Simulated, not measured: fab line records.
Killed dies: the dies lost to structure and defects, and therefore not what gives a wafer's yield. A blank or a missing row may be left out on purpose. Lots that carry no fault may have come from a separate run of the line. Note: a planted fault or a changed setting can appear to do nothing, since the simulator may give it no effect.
Lot-split experiment + flow n5-finfet + on a route of 1938 steps: 7 lots, 21 wafers read

THE SPLIT ITSELF
At N5_FIN_CUT_COAT_02 (resist thk 30 nm), the setting spin-rpm was moved away from the recipe's 1500 rpm on 4 of the 21 wafers read, by +7.6% to +9.4%. For the rest of the wafers, this setting stayed at what the recipe calls for.

FROM THE SPLIT TO THE READING: what the file shows between them, 2 steps
- N5_FIN_CUT_EBR_04
- N5_FIN_CUT_SOFTBAKE_03: time 60 s

THE READING
CAR-EUV_of_FIN_CUT_COAT_02.thk-nm (the simulator's own value, which no gauge read), in nm, at N5_FIN_CUT_DESCUM_13 (chemistry O2, time 7 s). The file gives no usual value for it. Here, 17 wafers ran the recipe; their average is 26.1 nm with a standard deviation of 0.098 nm.

| wafer  | tool, chamber at the split | spin-rpm as run, rpm | against the recipe | CAR-EUV_of_FIN_CUT_COAT_02.thk-nm, nm | against lot-mates on the recipe |
|--------|----------------------------|----------------------|--------------------|---------------------------------------|---------------------------------|
| L074.1 | litho-track-05, 0          | 1500                 | recipe             | 26.2                                  | -                               |
| L074.5 | litho-track-05, 0          | 1500                 | recipe             | 26.2                                  | -                               |
| L074.2 | litho-track-05, 0          | 1500                 | recipe             | 26                                    | -                               |
| L081.1 | litho-track-02, 0          | 1500                 | recipe             | 26                                    | -                               |
| L081.5 | litho-track-02, 0          | 1500                 | recipe             | 26                                    | -                               |
| L081.6 | litho-track-02, 0          | 1500                 | recipe             | 26                                    | -                               |
| L089.3 | litho-track-02, 0          | 1500                 | recipe             | 26.2                                  | -                               |
| L089.5 | litho-track-02, 0          | 1500                 | recipe             | 26.2                                  | -                               |
| L089.6 | litho-track-02, 0          | 1500                 | recipe             | 26.2                                  | -                               |
| L090.1 | litho-track-05, 0          | 1500                 | recipe             | 26.2                                  | -                               |
| L090.4 | litho-track-05, 0          | 1500                 | recipe             | 26.2                                  | -                               |
| L090.2 | litho-track-05, 0          | 1500                 | recipe             | 26                                    | -                               |
| L091.2 | litho-track-05, 0          | 1500                 | recipe             | 26.2                                  | -                               |
| L091.3 | litho-track-05, 0          | 1641                 | +9.4%              | 24.8                                  | -1.4                            |
| L091.4 | litho-track-05, 0          | 1641                 | +9.4%              | 24.6                                  | -1.6                            |
| L093.1 | litho-track-02, 0          | 1500                 | recipe             | 26                                    | -                               |
| L093.3 | litho-track-02, 0          | 1500                 | recipe             | 26.2                                  | -                               |
| L093.4 | litho-track-02, 0          | 1617                 | +7.8%              | 25                                    | -1.1                            |
| L096.2 | litho-track-01, 0          | 1500                 | recipe             | 26.2                                  | -                               |
| L096.3 | litho-track-01, 0          | 1614                 | +7.6%              | 25                                    | -1.1                            |
| L096.5 | litho-track-01, 0          | 1500                 | recipe             | 26                                    | -                               |

FIT RESULTS
A straight line over all 21 wafers: CAR-EUV_of_FIN_CUT_COAT_02.thk-nm changes by -0.149 nm for each +1% of spin-rpm; r = -0.98; the points scatter about the line by 0.099 nm.
The same after taking each lot's own level away (the mean of its wafers on the recipe; 21 wafers): -0.153 nm for each +1%; r = -0.99; scatter 0.084 nm.
The reading moves by 1.4 nm for the largest change in spin-rpm, on that fit.
Measured against the standard deviation above, the lots' own levels, which go from 26.00 to 26.20 nm, span 2.0 times it.
Hence the lot-to-lot level has little effect on the slope; both slopes agree.
Check: -1.45 nm against its lot-mates is what the line predicts for one of the wafers moved furthest among these (+9.4%) when that wafer is left out of the fit. Against them it came out at -1.4 nm.

THESE WAFERS: OTHER SPLITS
Other splits were also applied to these wafers ahead of the reading. Each is held against what the fit with the lots' levels taken away leaves over:
| other split on the same wafers        | wafers away from the commonest value | r with CAR-EUV_of_FIN_CUT_COAT_02.thk-nm (lot level and that fit taken away) |
|---------------------------------------|--------------------------------------|------------------------------------------------------------------------------|
| N5_WELL_APT_COAT_02 spin-rpm          | 7                                    | +0.20                                                                        |
| N5_WELL_APT_DESCUM_13 time-s          | 8                                    | +0.03                                                                        |
| N5_FIN_SAQP_PECVD_47 time-s           | 5                                    | +0.17                                                                        |
| N5_FIN_SAQP_DEVELOP_15 develop-time-s | 7                                    | +0.12                                                                        |

THE WHOLE CHAIN: every reading that the file lists as answering this split, in the file's order
| step                 | what it does           | reading                                                                            | change (the file's fit)               | r (the file's) |
|----------------------|------------------------|------------------------------------------------------------------------------------|---------------------------------------|----------------|
| N5_FIN_CUT_COAT_02   | resist thk 30 nm       | CAR-EUV_of_FIN_CUT_COAT_02.thk-nm (the simulator's own value, which no gauge read) | -0.141 nm for each +1% of the setting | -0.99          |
| N5_FIN_CUT_DESCUM_13 | chemistry O2, time 7 s | CAR-EUV_of_FIN_CUT_COAT_02.thk-nm (the simulator's own value, which no gauge read) | -0.15 nm for each +1% of the setting  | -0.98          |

FILE'S OWN FIT
CAR-EUV_of_FIN_CUT_COAT_02.thk-nm changes by -0.15 nm for each +1% of spin-rpm, r = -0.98.
